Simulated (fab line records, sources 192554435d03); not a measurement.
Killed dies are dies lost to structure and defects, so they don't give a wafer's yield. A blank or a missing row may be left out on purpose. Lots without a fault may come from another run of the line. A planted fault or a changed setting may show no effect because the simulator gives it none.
Which tool did it? | flow n5_finfet | 8 lots, 24 wafers sampled, at 5 steps of a route of 1938

WHAT THE GAUGES READ, wafer by wafer
N5_MOL_CONTACT_COAG_CD_MEAS_137: target cd 16 nm. Usual: cd_nm 15.93 nm, standard deviation 0.29.
lot  | measured     | on        | cd_nm (nm)        | flag
L724 | day 5 13:26  | cd_sem-02 | 16.10 15.88 15.95 |
L729 | day 6 16:17  | cd_sem-01 | 15.94 15.80 16.14 |
L730 | day 6 17:04  | cd_sem-01 | 15.78 15.64 15.96 |
L735 | day 8 01:58  | cd_sem-01 | 15.37 15.65 15.66 |
L736 | day 8 03:15  | cd_sem-02 | 15.53 15.89 15.78 |
L737 | day 8 06:27  | cd_sem-01 | 15.65 15.62 16.02 |
L745 | day 10 10:36 | cd_sem-01 | 15.58 15.87 15.69 |
L747 | day 10 23:23 | cd_sem-01 | 15.90 15.70 15.80 |

N5_BEOL_M4_RC_MEAS_101. Usual: DIBL_N 36.3 mV/V, standard deviation 1.2; DIBL_P 36.3 mV/V, standard deviation 1.4; IOFF_N 0.157 nA/um, standard deviation 0.02; IOFF_P 0.22 nA/um, standard deviation 0.033; ION_N 675 uA/um, standard deviation 9.6; ION_P 465 uA/um, standard deviation 8.2; SS_N 71.4 mV/dec, standard deviation 0.45; SS_P 73.3 mV/dec, standard deviation 0.54; VT_N 249.8 mV, standard deviation 2.5; VT_P -249 mV, standard deviation 3.2.
lot  | measured     | on        | DIBL_N (mV/V)  | DIBL_P (mV/V)  | IOFF_N (nA/um)    | IOFF_P (nA/um) | ION_N (uA/um) | ION_P (uA/um) | SS_N (mV/dec)  | SS_P (mV/dec)  | VT_N (mV)         | VT_P (mV)      | flag
L724 | day 8 02:21  | prober-01 | 37.2 36.6 35.3 | 38.5 37.3 36.4 | 0.169 0.150 0.137 | 0.23 0.21 0.20 | 681 676 661   | 466 467 457   | 71.4 71.6 71.5 | 72.8 72.7 73.0 | 246.2 249.8 251.9 | -249 -251 -252 |
L729 | day 10 15:31 | prober-02 | 37.3 37.8 36.0 | 37.8 38.3 35.7 | 0.178 0.186 0.139 | 0.22 0.24 0.19 | 683 679 670   | 471 472 463   | 72.2 72.5 71.3 | 72.9 73.4 72.7 | 244.7 248.3 251.5 | -250 -250 -252 |
L730 | day 10 18:52 | prober-01 | 36.2 37.5 36.2 | 35.5 37.2 35.9 | 0.137 0.155 0.140 | 0.18 0.21 0.18 | 668 684 673   | 456 468 459   | 71.4 71.9 71.1 | 73.1 73.3 72.8 | 252.1 253.2 251.5 | -252 -252 -253 |
L735 | day 11 23:50 | prober-01 | 37.4 36.5 36.8 | 38.4 36.9 36.2 | 0.177 0.157 0.153 | 0.21 0.18 0.18 | 680 669 665   | 462 459 451   | 72.0 71.7 72.0 | 73.6 73.1 73.3 | 248.5 249.4 250.3 | -253 -253 -254 |
L736 | day 12 05:26 | prober-01 | 37.2 35.8 36.2 | 37.3 36.4 36.6 | 0.182 0.173 0.173 | 0.25 0.24 0.23 | 680 680 677   | 475 472 465   | 71.3 71.3 71.1 | 73.5 73.9 72.8 | 248.5 249.2 247.7 | -246 -245 -246 |
L737 | day 11 12:14 | prober-01 | 34.5 34.2 33.8 | 34.8 34.3 34.0 | 0.155 0.146 0.141 | 0.19 0.18 0.17 | 679 681 670   | 468 459 459   | 71.6 70.7 71.5 | 73.8 72.8 72.9 | 249.4 247.7 248.8 | -252 -255 -256 |
L745 | day 14 03:20 | prober-02 | 37.2 37.1 35.9 | 37.3 36.7 34.6 | 0.186 0.174 0.154 | 0.26 0.25 0.22 | 691 683 689   | 481 473 474   | 71.4 71.6 70.7 | 74.0 74.1 73.9 | 247.1 249.6 253.2 | -246 -247 -250 |
L747 | day 14 19:49 | prober-02 | 38.2 34.8 39.5 | 39.2 34.9 40.7 | 0.187 0.119 0.208 | 0.29 0.20 0.34 | 688 665 685   | 471 470 478   | 71.6 70.4 71.7 | 74.1 72.6 74.1 | 249.0 251.8 247.2 | -242 -248 -243 |

WHICH TOOL RAN EACH LOT (tool, then ch and the chambers of the sampled wafers, then the start)
lot  | N5_MOL_CONTACT_COAG_ETCH_67        | N5_MOL_CONTACT_COAG_VIA_ETCH_117   | N5_MOL_CONTACT_COAG_ETCH_124
L724 | rie_diel-06 ch 0,2, day 5 14:47    | rie_diel-06 ch 0,2, day 5 14:55    | rie_diel-06 ch 0,2, day 5 14:56
L729 | rie_diel-06 ch 1,2,3, day 6 17:14  | rie_diel-06 ch 1,2,3, day 6 17:22  | rie_diel-06 ch 1,2,3, day 6 17:23
L730 | rie_diel-06 ch 1,2,3, day 6 17:58  | rie_diel-06 ch 1,2,3, day 6 18:06  | rie_diel-06 ch 1,2,3, day 6 18:08
L735 | rie_diel-06 ch 1,2, day 8 03:09    | rie_diel-06 ch 1,2, day 8 03:17    | rie_diel-06 ch 1,2, day 8 03:19
L736 | rie_diel-03 ch 0,1,2, day 8 04:22  | rie_diel-03 ch 0,1,2, day 8 04:30  | rie_diel-03 ch 0,1,2, day 8 04:32
L737 | rie_diel-06 ch 2,3, day 8 07:19    | rie_diel-06 ch 2,3, day 8 07:26    | rie_diel-06 ch 2,3, day 8 07:28
L745 | rie_diel-06 ch 1,2,3, day 10 11:31 | rie_diel-06 ch 1,2,3, day 10 11:38 | rie_diel-06 ch 1,2,3, day 10 11:40
L747 | rie_diel-03 ch 0,2,3, day 11 00:12 | rie_diel-03 ch 0,2,3, day 11 00:19 | rie_diel-03 ch 0,2,3, day 11 00:21
- N5_MOL_CONTACT_COAG_ETCH_67: etches SOC in N2/H2, target depth 60 nm, overetch 21 nm, time 101.2 s.
- N5_MOL_CONTACT_COAG_VIA_ETCH_117: etches SiO2 in C4F6/O2, target depth 40 nm, overetch 8 nm, time 26 s.
- N5_MOL_CONTACT_COAG_ETCH_124: etches SiNx in CH3F/O2, stops on SiOC, target depth 6.5 nm.

WHAT THE TOOLS THEMSELVES READ (means of the sampled wafers that have a number; where no wafer has one, the mark that the record gives instead)
N5_MOL_CONTACT_COAG_ETCH_67. Usual: bias_w 150.0 W, standard deviation 0.45; chamber_pressure_mTorr 30.001 mTorr, standard deviation 0.026; drypump_motor_current_A 5.8 A, standard deviation 0.47; oes_product_au 0.66 a.u., standard deviation 0.053; rf_vpp_V 524.3 V, standard deviation 2.3; showerhead_plenum_p_Torr 2.55 Torr, standard deviation 0.079; temp_c 40.00 C, standard deviation 0.11; throttle_valve_pct 17.89 %, standard deviation 0.27.
lot  | tool        | bias_w (W) | chamber_pressure_mTorr (mTorr) | drypump_motor_current_A (A) | oes_product_au (a.u.) | rf_vpp_V (V) | showerhead_plenum_p_Torr (Torr) | temp_c (C) | throttle_valve_pct (%) | flag
L724 | rie_diel-06 | 150.1      | 29.992                         | 6.5                         | 0.65                  | 523.0        | 2.54                            | 39.96      | 17.99                  |
L729 | rie_diel-06 | 150.4      | 29.983                         | 6.0                         | 0.69                  | 524.4        | 2.53                            | 39.96      | 17.93                  |
L730 | rie_diel-06 | 149.8      | 30.016                         | 6.0                         | 0.68                  | 523.6        | 2.53                            | 40.06      | 17.93                  |
L735 | rie_diel-06 | 150.0      | 29.981                         | 6.5                         | 0.65                  | 522.1        | 2.50                            | 39.90      | 18.11                  |
L736 | rie_diel-03 | 150.1      | 29.998                         | 5.8                         | 0.68                  | 527.8        | 2.66                            | 40.05      | 17.82                  |
L737 | rie_diel-06 | 149.9      | 30.008                         | 6.4                         | 0.65                  | 524.1        | 2.54                            | 39.93      | 17.96                  |
L745 | rie_diel-06 | 150.4      | 30.003                         | 6.0                         | 0.66                  | 523.4        | 2.51                            | 40.06      | 17.98                  |
L747 | rie_diel-03 | 150.3      | 29.985                         | 5.6                         | 0.61                  | 524.0        | 2.56                            | 40.09      | 18.04                  |

N5_MOL_CONTACT_COAG_VIA_ETCH_117. Usual: bias_w 454.9 W, standard deviation 1.5; chamber_pressure_mTorr 10.001 mTorr, standard deviation 0.0088; drypump_motor_current_A 5.8 A, standard deviation 0.47; oes_product_au 0.71 a.u., standard deviation 0.056; rf_vpp_V 1591 V, standard deviation 10; showerhead_plenum_p_Torr 2.86 Torr, standard deviation 0.083; throttle_valve_pct 41.2 %, standard deviation 0.32.
lot  | tool        | bias_w (W) | chamber_pressure_mTorr (mTorr) | drypump_motor_current_A (A) | oes_product_au (a.u.) | rf_vpp_V (V) | showerhead_plenum_p_Torr (Torr) | throttle_valve_pct (%) | flag
L724 | rie_diel-06 | 455.3      | 9.991                          | 6.5                         | 0.69                  | 1595         | 2.85                            | 41.3                   |
L729 | rie_diel-06 | 454.1      | 10.001                         | 6.0                         | 0.73                  | 1592         | 2.83                            | 41.4                   |
L730 | rie_diel-06 | 453.7      | 10.012                         | 6.0                         | 0.73                  | 1591         | 2.83                            | 41.4                   |
L735 | rie_diel-06 | 454.1      | 10.006                         | 6.5                         | 0.69                  | 1591         | 2.81                            | 41.5                   |
L736 | rie_diel-03 | 456.5      | 10.012                         | 5.8                         | 0.73                  | 1595         | 2.97                            | 41.0                   |
L737 | rie_diel-06 | 454.2      | 10.003                         | 6.3                         | 0.69                  | 1599         | 2.85                            | 41.4                   |
L745 | rie_diel-06 | 453.9      | 9.994                          | 6.0                         | 0.70                  | 1591         | 2.82                            | 41.4                   |
L747 | rie_diel-03 | 455.1      | 10.002                         | 5.6                         | 0.65                  | 1591         | 2.86                            | 41.2                   |

N5_MOL_CONTACT_COAG_ETCH_124. Usual: bias_w 73.03 W, standard deviation 0.21; chamber_pressure_mTorr 30.003 mTorr, standard deviation 0.027; drypump_motor_current_A 5.8 A, standard deviation 0.47; oes_product_au 0.68 a.u., standard deviation 0.055; rf_vpp_V 298.1 V, standard deviation 2.2; showerhead_plenum_p_Torr 2.01 Torr, standard deviation 0.061; throttle_valve_pct 16.41 %, standard deviation 0.27.
lot  | tool        | bias_w (W) | chamber_pressure_mTorr (mTorr) | drypump_motor_current_A (A) | oes_product_au (a.u.) | rf_vpp_V (V) | showerhead_plenum_p_Torr (Torr) | throttle_valve_pct (%) | flag
L724 | rie_diel-06 | 73.13      | 30.032                         | 6.4                         | 0.66                  | 298.7        | 2.01                            | 16.62                  |
L729 | rie_diel-06 | 72.99      | 29.988                         | 6.0                         | 0.70                  | 297.7        | 1.99                            | 16.48                  |
L730 | rie_diel-06 | 73.02      | 29.976                         | 6.0                         | 0.70                  | 298.4        | 1.99                            | 16.47                  |
L735 | rie_diel-06 | 73.08      | 29.999                         | 6.5                         | 0.66                  | 298.3        | 1.98                            | 16.72                  |
L736 | rie_diel-03 | 73.05      | 30.010                         | 5.8                         | 0.69                  | 298.2        | 2.10                            | 16.35                  |
L737 | rie_diel-06 | 73.02      | 30.021                         | 6.3                         | 0.67                  | 299.6        | 2.01                            | 16.58                  |
L745 | rie_diel-06 | 81.50      | 30.007                         | 6.0                         | 0.67                  | 325.1        | 1.98                            | 16.53                  | OFF
L747 | rie_diel-03 | 73.05      | 29.983                         | 5.6                         | 0.62                  | 297.6        | 2.01                            | 16.59                  |

THE ANSWER, worked out from the rows above alone
Rule: a lot is off if the mean of its wafers that have a number lies more than 3 standard deviations from the usual mean. A lot without any number at a reading at which 4 lots or more have one is off too. The other lots that the step has rows for count as sound. The gauges are gone through in route order, then the tools' own readings, and for those a lot's mean is taken as printed above. The first step at which some lot is off is used, and at that step the reading that is off furthest; a lot without a number counts as furthest.
Off: L745, at N5_MOL_CONTACT_COAG_ETCH_124 (bias_w).
A tool fits if, at that step or a process step before it, it ran every lot that is off, and no sound lot after the first of them. One fits: rie_diel-06 at N5_MOL_CONTACT_COAG_ETCH_67 and N5_MOL_CONTACT_COAG_VIA_ETCH_117 and N5_MOL_CONTACT_COAG_ETCH_124. At N5_MOL_CONTACT_COAG_ETCH_67 its last sound lot is L737 (day 8 07:19), its first lot that is off L745 (day 10 11:31): a fault that began between those two fits.

WHAT THE SIMULATOR HAD PUT IN
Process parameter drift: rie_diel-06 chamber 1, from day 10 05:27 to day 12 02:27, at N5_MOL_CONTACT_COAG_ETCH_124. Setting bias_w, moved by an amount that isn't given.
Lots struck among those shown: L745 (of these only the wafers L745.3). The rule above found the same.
